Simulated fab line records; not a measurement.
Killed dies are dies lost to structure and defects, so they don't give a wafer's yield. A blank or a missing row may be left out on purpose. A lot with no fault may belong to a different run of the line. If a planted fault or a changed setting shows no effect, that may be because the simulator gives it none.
Struck lot and sound lot, side by side | flow nandHarc | 14 out of 1159 route steps
Sound: wafers L277.1, L277.2, L277.4. Struck: wafer L283.6. (L283.2, L283.4 of the same lot were not struck and are left out.) The cause comes at the end.
For every step that has rows: the tool of each side, followed by ch and its chambers, followed by its first start. Under that, the readings that differ: sound wafers | struck wafers | difference of the means | sigmas: that difference in standard deviations of wafers without a fault.
alike: words and numbers the same on both sides, and readings whose means are apart by under 2 such deviations; not compared: readings that were withheld, readings missing a value for some wafer, numbers with overlapping values and no deviation given by the record, and bounds like >300 which may hide the same value.
Wherever a step has rows on one side only, a row that says differs or no value, or a row with sigmas, the two part there. Numbers that have no deviation but don't overlap get no sigmas and don't part them. Lack of a reading on every wafer of one side parts them only where that side has two or more wafers.

first, 2 steps without rows for these wafers: NHARC_A_SOURCE_PLATE_SRD_01; NHARC_A_SOURCE_PLATE_OXIDE_02 (material SiO2, target thk 10 nm, ox time 1362 s).
NHARC_A_SOURCE_PLATE_THK_MEAS_09: measures by ellipsometry.
  sound on filmMetro-01, day 10 21:05; struck on filmMetro-02, day 12 13:50
  alike: thkNm
then, 3 steps without rows for these wafers: NHARC_A_SOURCE_PLATE_PVD_04 (deposits WSi2, target thk 50 nm); NHARC_A_SOURCE_PLATE_CVD_03 (deposits poly-Si, target thk 200 nm, time 4000 s); NHARC_A_SOURCE_PLATE_ANNEAL_05 (time 1800 s).
NHARC_A_SOURCE_PLATE_THK_MEAS_06: measures by ellipsometry.
  sound on filmMetro-01, day 11 10:14; struck on filmMetro-01, day 13 03:01
  alike: thkNm
NHARC_A_SOURCE_PLATE_INSPECT_08:
  sound on defectInspect-02, day 11 10:18; struck on defectInspect-01, day 13 03:05
  alike: rawDefectCount
then, no rows for these wafers at 1 step: NHARC_A_ONON_D1_DEP_00 (target thk 1000 nm).
NHARC_A_ONON_D1_THK_MEAS_02: measures by ellipsometry.
  sound on filmMetro-02, day 11 10:53; struck on filmMetro-02, day 13 03:39
  alike: thkNm
NHARC_A_ONON_D1_DEP_03: target thk 1000 nm.
  sound on pecvdOnon-01 ch 0, day 11 10:58; struck on pecvdOnon-02 ch 0, day 13 03:46
  alike: sih4FlowSccm
NHARC_A_ONON_D1_THK_MEAS_05: measures by ellipsometry.
  sound on filmMetro-01, day 11 11:28; struck on filmMetro-02, day 13 04:13
reading    | sound          | struck | difference | sigmas
thkNm (nm) | 1015 1015 1016 | 1557   | +542       | +42
then, no rows for these wafers at 1 step: NHARC_A_ONON_D1_DEP_06 (target thk 1000 nm).
-- record jumps: 12 days between struck wafers' starts before vs after; left off in module A_ONON_D1, resumes in module END, first step shown is number 1159 of the route --
NHARC_END_SORT_01:
  only the struck wafers appear in the record here, on prober-02 ch 0 at day 25 14:48; the sound ones have no rows

== WHERE THEY PART ==
First at NHARC_A_ONON_D1_THK_MEAS_05; last, within this record, at NHARC_END_SORT_01.

WHY: whatever the simulator had introduced
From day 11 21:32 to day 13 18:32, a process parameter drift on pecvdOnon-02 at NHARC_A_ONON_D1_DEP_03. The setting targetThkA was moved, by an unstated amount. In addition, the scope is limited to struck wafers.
